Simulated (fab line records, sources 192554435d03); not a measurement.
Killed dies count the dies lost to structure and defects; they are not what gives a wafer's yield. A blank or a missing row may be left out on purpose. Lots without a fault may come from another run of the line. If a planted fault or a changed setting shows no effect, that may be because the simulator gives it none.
fab line records    flow n5-finfet
record: lots: 5  wafers: 13  last-day: 17
route steps=1938 shown BEOL_M0@739 BEOL_M1@751 BEOL_M4@1111 PASSIVATION@1936
lots untouched by any fault: they come from a run of this same line in which no faults occurred
start-h: hours from the record's opening day to when the first of the lot's shown wafers began    wait-h: hours from the lot's prior step to this one    " repeats the value in the row above    L1.1+2: a single row standing in for several wafers    - no value, or no start was given    * or withheld: withheld    < > ~ a bound
route shown NAME@n: NAME is a module with steps in the file, n the number in the route of the first one    usual: average and standard deviation across the fault-free wafers    same: alike in all rows    chamber/n: place in a boat    sites: the reading at each site    _std_site: the values' standard deviation    _edge_site: the outer-site mean with the inner-site mean subtracted    radius-mm: for every site, how far away it sits from the centre of the wafer    mask NAME#n: copy n    behind: the last tool/chamber to shape the wafer    hold: what put the lot on hold/how long, in hours/how the hold closed    device: which transistor (n, p or np) failed to switch    end of line: the same wafers' tests at the end of the route    step lacking rows: just its recipe    killed: not the wafer's yield, but the dies lost to structure and defects at the first sort    map: shows each die of a wafer: x if killed, . if not, _ if none is there
set.NAME: the run value of the setting; set.NAME@STEP: its run value at that earlier step    model.NAME: the simulator's own value behind a step, which no gauge read
lots at selected steps of the route; one table per step, one row per wafer
services: a tool's chamber out of use, with start hour (start-h, from the record's first day; less than 0 if before it), hours out, and reason
== steps ==
step: N5_BEOL_M0_ANNEAL_135
recipe: temp-c: 400  time-s: 60  ambient: vacuum
step: N5_BEOL_M0_SPUTTER_141
recipe: material: Cu  target-thk-a: 40  temp-c: -20  chamber-pressure-pa: 0.07  power-w: withheld  time-s: 7.37
step: N5_BEOL_M0_ECD_118
recipe: material: Cu  target-thk-a: 3000
step: N5_BEOL_M0_ANNEAL_119
recipe: temp-c: 225  time-s: 90  ambient: N2
step: N5_BEOL_M0_CMP_120
recipe: stop-on: SiOC  t-overpolish-s: 6.9  down-force-psi: 1  platen-rpm: 50  clearing-platen-down-force-psi: 1.5  clearing-platen-rpm: 50  post-cmp-clean: cu-alkaline  clearing-platen-pad-velocity-m-s: 0.99484  pad-velocity-m-s: 0.99484
step: N5_BEOL_M0_PRE_CLEAN_131
recipe: gas: NH3/H2  time-s: 15  temp-c: *  rf-power-w: 300
step: N5_BEOL_M0_CO_CAP_123
recipe: material: Co  target-thk-a: 20  temp-c: 200  precursor: CCTBA/H2  pressure-torr: 30  time-s: 102.1
step: N5_BEOL_M0_PRE_CLEAN_124
recipe: gas: NH3  time-s: 15  temp-c: withheld  rf-power-w: 300
step: N5_BEOL_M0_DEP_125
recipe: material: SiCN  target-thk-a: 80  temp-c: withheld  precursor: 3MS/NH3  pressure-torr: 3  rf-w: 202  time-s: 14
step: N5_BEOL_M1_ILD_DEP_00
recipe: material: SiOC  target-thk-a: 790  temp-c: 350  precursor: DEMS/O2  pressure-torr: 5  rf-w: 500  time-s: 15.3
usual: heater-power-outer-w: 238/44  heater-power-w: 456/74  showerhead-plenum-p-Torr: 5.700/0.017  showerhead-vpp-V: 1387/51  throttle-valve-pct: 12.2/0.85
lot.wafer  tool      chamber  start-h  wait-h  heater-power-outer-w  heater-power-w  showerhead-plenum-p-Torr  showerhead-vpp-V  throttle-valve-pct  model.SiOC_of_BEOL_M1_ILD_DEP_00.thk-nm
L594.2     pecvd-03  2        137.43   0.0     242                   516             5.694                     1383              11.5                78.8
L594.5     "         2        "        "       246                   514             5.683                     1371              11.4                79.4
L594.6     "         1        "        "       157                   336             5.692                     1351              11.3                79
L600.3     pecvd-03  0        175.90   0.0     229                   415             5.691                     1438              13.4                110.2
L600.5     "         2        "        "       249                   503             5.693                     1379              11.5                78.2
L601.3     pecvd-03  2        177.88   0.0     259                   519             5.685                     1389              11.4                110.4
L601.4     "         1        "        "       187                   378             5.709                     1361              11.2                112.8
L601.6     "         2        "        "       260                   525             5.704                     1374              11.8                79.2
L603.1     pecvd-03  2        193.03   0.0     313                   594             5.678                     1402              11.7                77.6
L603.4     "         1        "        "       178                   378             5.710                     1379              11.1                113
L614.3     pecvd-01  2        252.16   0.0     202                   372             5.711                     1400              12.7                78.2
L614.4     "         2        "        "       202                   378             5.696                     1419              12.4                80.2
L614.5     "         1        "        "       197                   435             5.704                     1300              12.0                79.2
step: N5_BEOL_M1_THK_MEAS_01
recipe: reads: SiOC_of_BEOL_M1_ILD_DEP_00
usual: M1_ILD_THK: 78.7/0.92
lot.wafer  tool           chamber  start-h  wait-h  M1_ILD_THK[nm]
L594.2     film-metro-01  -        137.50   0.1     78.9
L594.5     "              -        "        "       79.2
L594.6     "              -        "        "       79.0
L600.3     film-metro-01  -        175.97   0.1     110.2
L600.5     "              -        "        "       78.2
L601.3     film-metro-02  -        177.95   0.1     110.3
L601.4     "              -        "        "       112.7
L601.6     "              -        "        "       79.3
L603.1     film-metro-02  -        193.09   0.0     77.6
L603.4     "              -        "        "       113.0
L614.3     film-metro-01  -        252.23   0.1     78.2
L614.4     "              -        "        "       80.2
L614.5     "              -        "        "       79.2
step: N5_BEOL_M1_PECVD_72
recipe: material: SiO2  target-thk-a: 160  temp-c: 400  precursor: TEOS/O2  pressure-torr: 5.5  rf-w: 450  teos-flow-sccm: 53.8  gas: O2  flow-sccm: 3000  time-s: 18
step: N5_BEOL_M1_HM_DEP_02
recipe: material: TiN  target-thk-a: 200  temp-c: 25  chamber-pressure-pa: 0.49996
step: N5_BEOL_M1_COAT_61
recipe: resist: SOC  temp-c: 250  time-s: 60  spin-rpm: 1500  resist-thk-nm: 60
step: N5_BEOL_M1_COAT_62
recipe: resist: SiARC  temp-c: 220  time-s: 60  spin-rpm: 1500  resist-thk-nm: 12
step: N5_BEOL_M1_COAT_73
recipe: resist: underlayer  temp-c: 205  time-s: 60  spin-rpm: 1500  resist-thk-nm: 5
step: N5_BEOL_M1_COAT_05
recipe: resist: CAR-EUV  spin-rpm: 1500  resist-thk-nm: 30
step: N5_BEOL_M1_EBR_07
recipe: solvent: PGMEA  ebr-width-mm: 1.5
step: N5_BEOL_M1_SOFTBAKE_06
recipe: temp-c: 110  time-s: 60  resist: CAR-EUV
step: N5_BEOL_M1_EXPOSE_08
recipe: mask-id: M1  na: 0.33  source-shape: dipole  sigma-inner: 0.369  sigma-outer: 0.767  polarization: unpolarized  dose-mj: 33
step: N5_BEOL_M1_PEB_09
recipe: peb-temp-c: 100  peb-time-s: 60  resist: CAR-EUV
step: N5_BEOL_M1_DEVELOP_10
recipe: develop-time-s: 30  developer: TMAH  resist: CAR-EUV  rinse-liquid: surfactant-rinse  dry: air-spin  dev-temp-c: 23
step: N5_BEOL_M1_DESCUM_16
recipe: chemistry: O2  time-s: 7  source-power-w: 50  bias-power-w: 20  pressure-mtorr: 20  rf-frequency-hz: 2.712e+07  temp-c: 40  resist: CAR-EUV  o2-flow-sccm: 225
step: N5_BEOL_M1_ETCH_74
recipe: chemistry: N2/H2  target: underlayer  target-depth-a: 65  mask-material: CAR-EUV  time-s: 5.2  ion-energy-ev: 200  pressure-mtorr: 30  source-w: 840  bias-w: 150  n2-flow-sccm: 200  h2-flow-sccm: 200  ends: cleared
step: N5_BEOL_M1_ETCH_63
recipe: chemistry: CF4  target: SiARC  target-depth-a: 156  mask-material: CAR-EUV  time-s: 26  ion-energy-ev: 80  pressure-mtorr: 40  source-w: 545  bias-w: 36  Ar_flow_sccm: 100  cf4-flow-sccm: 100  ends: cleared
step: N5_BEOL_M1_ETCH_64
recipe: chemistry: N2/H2  target: SOC  target-depth-a: 750  overetch-a: 150  mask-material: SiARC  temp-c: 40  time-s: 112.5  ion-energy-ev: 200  pressure-mtorr: 30  source-w: 840  bias-w: 150  n2-flow-sccm: 200  h2-flow-sccm: 200
step: N5_BEOL_M1_STRIP_65
recipe: chemistry: N2/H2  temp-c: 40  n2-flow-sccm: 200  h2-flow-sccm: 200  rf-frequency-hz: 6e+07
step: N5_BEOL_M1_STRIP_75
recipe: chemistry: N2/H2  temp-c: 40  n2-flow-sccm: 200  h2-flow-sccm: 200  rf-frequency-hz: 6e+07
step: N5_BEOL_M1_STRIP_66
recipe: chemistry: CF4  resist: SiARC  power-w: 300  bias-power-w: 75  pressure-mtorr: 50  cf4-flow-sccm: 150  rf-frequency-hz: 6e+07
step: N5_BEOL_M1_HM_OPEN_17
recipe: chemistry: Cl2/BCl3  target-depth-a: 200  overetch-a: 60  target: TiN  mask-material: SOC  ion-energy-ev: 150  pressure-mtorr: 10  icp-w: 1000  bias-w: 126  Cl2_flow_sccm: 53.25  bcl3-flow-sccm: 21.75  Ar_flow_sccm: 25
step: N5_BEOL_M1_STRIP_19
recipe: chemistry: O2  power-w: 400  temp-c: 40  pressure-mtorr: 30  rf-frequency-hz: 6e+07  bias-power-w: 0  overash-fraction: 0.2  o2-flow-sccm: 225
step: N5_BEOL_M1_COAT_67
recipe: resist: SOC  temp-c: 250  time-s: 60  spin-rpm: 1500  resist-thk-nm: 60
step: N5_BEOL_M1_COAT_68
recipe: resist: SiARC  temp-c: 220  time-s: 60  spin-rpm: 1500  resist-thk-nm: 12
step: N5_BEOL_M1_COAT_76
recipe: resist: underlayer  temp-c: 205  time-s: 60  spin-rpm: 1500  resist-thk-nm: 5
step: N5_BEOL_M1_COAT_22
recipe: resist: CAR-EUV  spin-rpm: 1500  resist-thk-nm: 30
step: N5_BEOL_M1_CMP_52
recipe: stop-on: SiOC  t-overpolish-s: 6.8  down-force-psi: 1  platen-rpm: 50  clearing-platen-down-force-psi: 1.5  clearing-platen-rpm: 50  post-cmp-clean: cu-alkaline  target-thk-nm: 40  clearing-platen-pad-velocity-m-s: 0.99484  pad-velocity-m-s: 0.99484
usual: edge-zone-pressure-frac: 1.000/0.0051  motor-current-A: 5.9/0.77  slurry-filter-dp-kPa: 13.50/0.13
lot.wafer  tool    chamber  start-h  wait-h  edge-zone-pressure-frac  motor-current-A  slurry-filter-dp-kPa  model.Cu_of_BEOL_M1_ECD_50.thk-nm  model.SiOC_of_BEOL_M1_ILD_DEP_00.thk-nm
L594.2     cmp-04  0        148.16   0.3     1.006                    5.6              13.41                 40.8                               77.8
L594.5     "       1        "        "       1.001                    5.8              13.61                 43.2                               78.4
L594.6     "       2        "        "       0.994                    6.3              13.44                 41.8                               78
L600.3     cmp-03  1        184.28   0.2     1.003                    5.3              13.75                 73                                 109.2
L600.5     "       3        "        "       1.001                    5.5              13.59                 40.6                               77.2
L601.3     cmp-04  0        190.85   0.2     1.001                    5.9              13.64                 69.6                               109.4
L601.4     "       3        "        "       1.001                    5.2              13.32                 73.8                               111.8
L601.6     "       0        "        "       1.000                    5.6              13.80                 38.4                               78.2
L603.4     cmp-04  1        199.27   0.2     0.993                    6.0              13.43                 74                                 112
L603.1     "       2        "        "       1.004                    6.2              13.45                 38                                 76.6
L614.4     cmp-03  1        263.88   0.1     0.997                    5.4              13.33                 41                                 79.2
L614.3     "       3        "        "       1.000                    5.4              13.29                 39.8                               77.2
L614.5     "       2        "        "       0.996                    6.3              13.58                 40.2                               78.2
step: N5_BEOL_M4_RC_MEAS_101
usual: DIBL_N: 36.1/1.5  DIBL_P: 36.1/1.9  IOFF_N: 0.159/0.029  IOFF_P: 0.21/0.038  ION_N: 675/11  ION_P: 464/8.1  SS_N: 71.5/0.57  SS_P: 73.3/0.64  VT_N: 249/3.1  VT_P: -250/3.8
lot.wafer  tool       chamber  start-h  wait-h  DIBL_N[mV/V]  DIBL_P[mV/V]  IOFF_N[nA/um]  IOFF_P[nA/um]  ION_N[uA/um]  ION_P[uA/um]  SS_N[mV/dec]  SS_P[mV/dec]  VT_N[mV]  VT_P[mV]
L594.2     prober-02  0        176.86   0.2     36.9          38.1          0.187          0.27           691           478           71.6          74.2          245       -242
L594.5     "          0        "        "       36.5          38.2          0.179          0.27           692           479           72.5          73.7          248       -245
L594.6     "          0        "        "       35.3          35.5          0.145          0.21           675           465           72.1          73.7          250       -249
L600.5     prober-02  0        219.70   0.6     34.5          34.3          0.118          0.18           666           462           71.0          72.7          254       -254
L601.3     prober-02  0        221.19   0.3     38.5          38.5          0.194          0.27           688           475           72.3          74.2          245       -245
L601.6     "          0        "        "       37.8          37.2          0.173          0.24           684           474           71.1          74.4          249       -245
L603.1     prober-01  0        226.72   0.0     35.2          34.5          0.148          0.24           674           467           71.2          73.2          250       -246
L614.3     prober-02  0        306.34   0.3     36.7          36.3          0.176          0.27           684           475           70.9          73.5          246       -244
L614.4     "          0        "        "       35.1          35.1          0.153          0.27           675           482           70.9          73.0          249       -242
L614.5     "          0        "        "       37.2          36.5          0.166          0.28           673           471           72.3          73.6          251       -243
step: N5_PASSIVATION_PROBE_49
usual: defect-limited-yield: 91.5/1.6  killed_at_M0_to_M3: 33/10  killed_at_M4_up: 13/5.6  killed-at-contacts: 13/6  killed-at-front-end: 39/12  killed-at-other: 3.0/2.8  killed-dies: 101/19  killed-on-rim: 13/4  killed-open: 65/13  killed-short: 32/8.3  sort_bin_5_function: 5.0/1  sort_bin_6_memory: 3.1/0.69  sort-n-pass: 1079/19  sort-yield-pct: 91.5/1.6
same: gross-dies: 1180  killed-at-back-side: 0  sort_bin_4_leakage[%]: 0  sort_bin_8_speed[%]: 0
lot.wafer  tool       chamber  start-h  wait-h  defect-limited-yield[%]  killed_at_M0_to_M3  killed_at_M4_up  killed-at-contacts  killed-at-front-end  killed-at-other  killed-dies  killed-on-rim  killed-open  killed-short  sort_bin_5_function[%]  sort_bin_6_memory[%]  sort-n-pass  sort-yield-pct[%]
L600.3     prober-02  -        315.81   0.1     0                        1120                7                23                  30                   0                1180         152            68           29            96.1                    3.6                   0            0
L601.3     prober-02  -        323.71   0.1     91.3                     29                  21               19                  33                   1                103          8              70           30            6.3                     2.0                   1077         91.3
L601.4     prober-02  -        323.76   0.2     0                        1105                5                25                  41                   4                1180         152            80           40            96.3                    3.0                   0            0
L603.4     prober-02  -        338.53   0.2     0                        1138                12               4                   24                   2                1180         152            60           27            97.2                    2.6                   0            0
killed by level:class
L600.3 BEOL_M1:area-etch=1083 MOL_CONTACT_COAG:geometric-particle:open=20 STI_FIN_REVEAL:geometric-particle:open=11 BEOL_M1:geometric-particle:open=9 BEOL_M0_SAQP:geometric-particle:short=8 BEOL_M0_SAQP:geometric-particle:open=6 BEOL_M3:geometric-particle:open=5 STARTING-WAFER:geometric-particle:open=5
L601.3 BEOL_M4:geometric-particle:open=15 MOL_CONTACT_COAG:geometric-particle:open=15 BEOL_M0_SAQP:geometric-particle:open=11 FIN_SAQP:geometric-particle:short=9 STI_FIN_REVEAL:geometric-particle:open=7 BEOL_M0_SAQP:geometric-particle:short=6 BEOL_M3:geometric-particle:open=6 FIN_SAQP:geometric-particle:open=5
L601.4 BEOL_M1:area-etch=1059 MOL_CONTACT_COAG:geometric-particle:open=23 BEOL_M0_SAQP:geometric-particle:open=10 FIN_SAQP:geometric-particle:short=9 BEOL_M3:geometric-particle:open=9 BEOL_M0_SAQP:geometric-particle:short=7 GATE_CUT:geometric-particle:short=6 STARTING-WAFER:geometric-particle:open=6
L603.4 BEOL_M1:area-etch=1092 BEOL_M2:geometric-particle:open=16 BEOL_M3:geometric-particle:open=10 FIN_SAQP:geometric-particle:open=6 BEOL_M2:geometric-particle:short=5 MOL_CONTACT_COAG:geometric-particle:open=4 BEOL_M0_SAQP:geometric-particle:short=4 BEOL_M1:geometric-particle:open=4
map L600.3 (x killed, . not)
_________________xxxxxxxxxxxx________________
______________xxxxxxxxxxxxxxxxxx_____________
___________xxxxxxxxxxxxxxxxxxxxxxxx__________
__________xxxxxxxxxxxxxxxxxxxxxxxxxx_________
________xxxxxxxxxxxxxxxxxxxxxxxxxxxxxx_______
_______xxxxxxxxxxxxxxxxxxxxxxxxxxxxxxxx______
______xxxxxxxxxxxxxxxxxxxxxxxxxxxxxxxxxx_____
_____xxxxxxxxxxxxxxxxxxxxxxxxxxxxxxxxxxxx____
____xxxxxxxxxxxxxxxxxxxxxxxxxxxxxxxxxxxxxx___
___xxxxxxxxxxxxxxxxxxxxxxxxxxxxxxxxxxxxxxxx__
___xxxxxxxxxxxxxxxxxxxxxxxxxxxxxxxxxxxxxxxx__
__xxxxxxxxxxxxxxxxxxxxxxxxxxxxxxxxxxxxxxxxxx_
__xxxxxxxxxxxxxxxxxxxxxxxxxxxxxxxxxxxxxxxxxx_
_xxxxxxxxxxxxxxxxxxxxxxxxxxxxxxxxxxxxxxxxxxxx
_xxxxxxxxxxxxxxxxxxxxxxxxxxxxxxxxxxxxxxxxxxxx
_xxxxxxxxxxxxxxxxxxxxxxxxxxxxxxxxxxxxxxxxxxxx
_xxxxxxxxxxxxxxxxxxxxxxxxxxxxxxxxxxxxxxxxxxxx
_xxxxxxxxxxxxxxxxxxxxxxxxxxxxxxxxxxxxxxxxxxxx
_xxxxxxxxxxxxxxxxxxxxxxxxxxxxxxxxxxxxxxxxxxxx
_xxxxxxxxxxxxxxxxxxxxxxxxxxxxxxxxxxxxxxxxxxxx
_xxxxxxxxxxxxxxxxxxxxxxxxxxxxxxxxxxxxxxxxxxxx
__xxxxxxxxxxxxxxxxxxxxxxxxxxxxxxxxxxxxxxxxxx_
__xxxxxxxxxxxxxxxxxxxxxxxxxxxxxxxxxxxxxxxxxx_
___xxxxxxxxxxxxxxxxxxxxxxxxxxxxxxxxxxxxxxxx__
___xxxxxxxxxxxxxxxxxxxxxxxxxxxxxxxxxxxxxxxx__
____xxxxxxxxxxxxxxxxxxxxxxxxxxxxxxxxxxxxxx___
_____xxxxxxxxxxxxxxxxxxxxxxxxxxxxxxxxxxxx____
______xxxxxxxxxxxxxxxxxxxxxxxxxxxxxxxxxx_____
_______xxxxxxxxxxxxxxxxxxxxxxxxxxxxxxxx______
________xxxxxxxxxxxxxxxxxxxxxxxxxxxxxx_______
__________xxxxxxxxxxxxxxxxxxxxxxxxxx_________
___________xxxxxxxxxxxxxxxxxxxxxxxx__________
______________xxxxxxxxxxxxxxxxxx_____________
_________________xxxxxxxxxxxx________________
map L601.4 (x killed, . not)
_________________xxxxxxxxxxxx________________
______________xxxxxxxxxxxxxxxxxx_____________
___________xxxxxxxxxxxxxxxxxxxxxxxx__________
__________xxxxxxxxxxxxxxxxxxxxxxxxxx_________
________xxxxxxxxxxxxxxxxxxxxxxxxxxxxxx_______
_______xxxxxxxxxxxxxxxxxxxxxxxxxxxxxxxx______
______xxxxxxxxxxxxxxxxxxxxxxxxxxxxxxxxxx_____
_____xxxxxxxxxxxxxxxxxxxxxxxxxxxxxxxxxxxx____
____xxxxxxxxxxxxxxxxxxxxxxxxxxxxxxxxxxxxxx___
___xxxxxxxxxxxxxxxxxxxxxxxxxxxxxxxxxxxxxxxx__
___xxxxxxxxxxxxxxxxxxxxxxxxxxxxxxxxxxxxxxxx__
__xxxxxxxxxxxxxxxxxxxxxxxxxxxxxxxxxxxxxxxxxx_
__xxxxxxxxxxxxxxxxxxxxxxxxxxxxxxxxxxxxxxxxxx_
_xxxxxxxxxxxxxxxxxxxxxxxxxxxxxxxxxxxxxxxxxxxx
_xxxxxxxxxxxxxxxxxxxxxxxxxxxxxxxxxxxxxxxxxxxx
_xxxxxxxxxxxxxxxxxxxxxxxxxxxxxxxxxxxxxxxxxxxx
_xxxxxxxxxxxxxxxxxxxxxxxxxxxxxxxxxxxxxxxxxxxx
_xxxxxxxxxxxxxxxxxxxxxxxxxxxxxxxxxxxxxxxxxxxx
_xxxxxxxxxxxxxxxxxxxxxxxxxxxxxxxxxxxxxxxxxxxx
_xxxxxxxxxxxxxxxxxxxxxxxxxxxxxxxxxxxxxxxxxxxx
_xxxxxxxxxxxxxxxxxxxxxxxxxxxxxxxxxxxxxxxxxxxx
__xxxxxxxxxxxxxxxxxxxxxxxxxxxxxxxxxxxxxxxxxx_
__xxxxxxxxxxxxxxxxxxxxxxxxxxxxxxxxxxxxxxxxxx_
___xxxxxxxxxxxxxxxxxxxxxxxxxxxxxxxxxxxxxxxx__
___xxxxxxxxxxxxxxxxxxxxxxxxxxxxxxxxxxxxxxxx__
____xxxxxxxxxxxxxxxxxxxxxxxxxxxxxxxxxxxxxx___
_____xxxxxxxxxxxxxxxxxxxxxxxxxxxxxxxxxxxx____
______xxxxxxxxxxxxxxxxxxxxxxxxxxxxxxxxxx_____
_______xxxxxxxxxxxxxxxxxxxxxxxxxxxxxxxx______
________xxxxxxxxxxxxxxxxxxxxxxxxxxxxxx_______
__________xxxxxxxxxxxxxxxxxxxxxxxxxx_________
___________xxxxxxxxxxxxxxxxxxxxxxxx__________
______________xxxxxxxxxxxxxxxxxx_____________
_________________xxxxxxxxxxxx________________
== services ==
tool      chamber  start-h  hours  kind
cmp-04    -        114.69   1.4    repair
cmp-04    -        122.01   12.8   pm
pecvd-01  -        123.82   1.4    repair
cmp-03    -        133.43   6.7    pm
cmp-04    -        136.94   7.0    pm
cmp-04    -        164.11   1.0    repair
cmp-03    -        178.06   4.0    pm
cmp-03    -        182.06   -      consumable-replace:conditioner
cmp-03    -        182.06   -      consumable-replace:pad
cmp-04    -        182.35   0.4    repair
cmp-04    -        189.92   0.3    repair
cmp-04    -        203.12   2.8    repair
pecvd-01  2        217.11   6.5    repair
pecvd-03  0        218.77   14.6   repair
pecvd-03  -        232.87   3.7    repair
cmp-04    -        245.69   4.0    pm
cmp-04    -        249.69   -      consumable-replace:conditioner
cmp-04    -        249.69   -      consumable-replace:pad
pecvd-01  -        252.22   2.3    repair
== key ==
first-sign: step: N5_BEOL_M1_THK_MEAS_01  reading: M1_ILD_THK  direction: up  sigmas: 36  usual: 78.7  struck: 111.5
effect: step: N5_PASSIVATION_PROBE_49  reading: killed_at_M0_to_M3  direction: up  sigmas: 78  usual: 33  struck: 848  wafers-moved: 3
model-effect: step: N5_BEOL_M1_ILD_DEP_00  value: SiOC_of_BEOL_M1_ILD_DEP_00.thk-nm  without: 78.45  struck: 111.6
model-effect: step: N5_BEOL_M1_CMP_52  value: Cu_of_BEOL_M1_ECD_50.thk-nm  without: 39.4  struck: 72.6
more-kills-born-at: N5_BEOL_M1_ETCH_41@rie-diel-04: 1092  N5_BEOL_M1_ETCH_41@rie-diel-05: 1083  N5_BEOL_M1_ETCH_41@rie-diel-03: 1059
met-at N5_BEOL_M1_ILD_DEP_00
struck-wafers L600.3,L601.3,L601.4,L603.4
later-rows-left-out L600.3,L601.4,L603.4
baseline-loss: step: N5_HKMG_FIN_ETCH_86  wafers: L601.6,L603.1
onset-between 137.43 175.90
fault: kind: process-parameter-drift  tool: pecvd-03  chamber: -  onset-h: 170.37  steps: N5_BEOL_M1_ILD_DEP_00  channel: time-s  offset: *  shape: step  end-h: 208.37  scope: struck-wafers-only  acts-in: *  stated: *
later-rows-left-out: the simulator's readings of these wafers behind a module that went badly wrong aren't trusted and aren't shown, but for the sort
baseline-loss: these wafers lose ten dies or more at that step, a loss of the line's own and not of a fault; the sort's usual values leave them out
